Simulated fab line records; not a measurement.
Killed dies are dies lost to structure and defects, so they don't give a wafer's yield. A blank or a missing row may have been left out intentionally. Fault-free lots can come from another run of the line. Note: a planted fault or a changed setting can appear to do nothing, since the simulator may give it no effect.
Lot-split experiment + flow n5Finfet + route with 1938 steps; 7 lots, 21 wafers read

## ABOUT THE SPLIT
At N5_FIN_SAQP_ETCH_52 (etches SOC in N2/H2, target depth 100 nm, overetch 20 nm, time 150 s), the setting sourceW was moved away from the recipe's 840 W on 6 of the 21 wafers read, by -17.7% to -5.2%. This setting was run at the recipe's value on the other wafers.

The reading comes from the split's own step.

## THE READING
rfVppV, in V, at N5_FIN_SAQP_ETCH_52 (etches SOC in N2/H2, target depth 100 nm, overetch 20 nm, time 150 s). Typical for fault-free wafers on this fab line: 523.4 V, with standard deviation 2.7 V.

| wafer  | tool, chamber at the split | sourceW as run, W | against the recipe | rfVppV, V | against lot-mates on the recipe |
|--------|----------------------------|-------------------|--------------------|-----------|---------------------------------|
| L075.1 | rieDiel-04, 3              | 840               | recipe             | 526.4     | -                               |
| L075.2 | rieDiel-04, 1              | 840               | recipe             | 522.7     | -                               |
| L075.3 | rieDiel-04, 0              | 840               | recipe             | 518.6     | -                               |
| L076.4 | rieDiel-04, 3              | 724.1             | -13.8%             | 554.3     | +30.6                           |
| L076.5 | rieDiel-04, 1              | 840               | recipe             | 523.7     | -                               |
| L076.6 | rieDiel-04, 0              | 724.1             | -13.8%             | 547.9     | +24.2                           |
| L077.1 | rieDiel-04, 2              | 691               | -17.7%             | 556.0     | +30.1                           |
| L077.3 | rieDiel-04, 3              | 840               | recipe             | 525.5     | -                               |
| L077.6 | rieDiel-04, 3              | 840               | recipe             | 526.3     | -                               |
| L080.1 | rieDiel-02, 0              | 796.4             | -5.2%              | 529.6     | +3.5                            |
| L080.2 | rieDiel-02, 2              | 840               | recipe             | 524.5     | -                               |
| L080.5 | rieDiel-02, 2              | 840               | recipe             | 527.7     | -                               |
| L082.3 | rieDiel-03, 1              | 840               | recipe             | 527.3     | -                               |
| L082.4 | rieDiel-03, 2              | 840               | recipe             | 525.8     | -                               |
| L082.6 | rieDiel-03, 3              | 840               | recipe             | 520.6     | -                               |
| L087.1 | rieDiel-03, 2              | 727               | -13.5%             | 550.4     | +27.9                           |
| L087.4 | rieDiel-03, 1              | 840               | recipe             | 524.9     | -                               |
| L087.5 | rieDiel-03, 3              | 840               | recipe             | 520.0     | -                               |
| L095.1 | rieDiel-03, 0              | 840               | recipe             | 523.0     | -                               |
| L095.3 | rieDiel-03, 1              | 755               | -10.1%             | 542.4     | +18.5                           |
| L095.6 | rieDiel-03, 1              | 840               | recipe             | 524.7     | -                               |

THE FIT
A straight line over all 21 wafers: rfVppV changes by -1.88 V for each +1% of sourceW; r = -0.97; the points scatter about the line by 2.8 V.
The same after taking each lot's own level away (the mean of its wafers on the recipe; 21 wafers): -1.88 V for each +1%; r = -0.97; scatter 2.9 V.
Per that fit: largest sourceW move, reading shift of 33 V.
Measured against the standard deviation above, the lots' own levels, which go from 522.45 to 526.10 V, span 1.4 times it.
Consequently the slope shifts little with the lot-to-lot level, the two slopes agreeing.
Check: with one of the wafers moved furthest among these (-17.7%) left out of the fit, the line predicts +34.5 V for it against its lot-mates. It came out at +30.1 V against them.
Tool readings at the split's step, against how far the setting was moved: rfVppV r = -0.97.

## FURTHER SPLITS ON THESE WAFERS
Before the reading, these wafers also passed through other splits. Each is held against what the fit with the lots' levels taken away leaves over:
| other split on the same wafers | wafers away from the commonest value | r with rfVppV (lot level and that fit taken away) |
|--------------------------------|--------------------------------------|---------------------------------------------------|
| N5_FIN_SAQP_ALD_61 tempC       | 9                                    | +0.37                                             |
| N5_FIN_SAQP_HM_DEP_03 timeS    | 3                                    | -0.29                                             |
| N5_FIN_SAQP_DESCUM_21 timeS    | 11                                   | -0.13                                             |

## FILE'S OWN FIT
rfVppV changes by -1.83 V for each +1% of sourceW, r = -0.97.
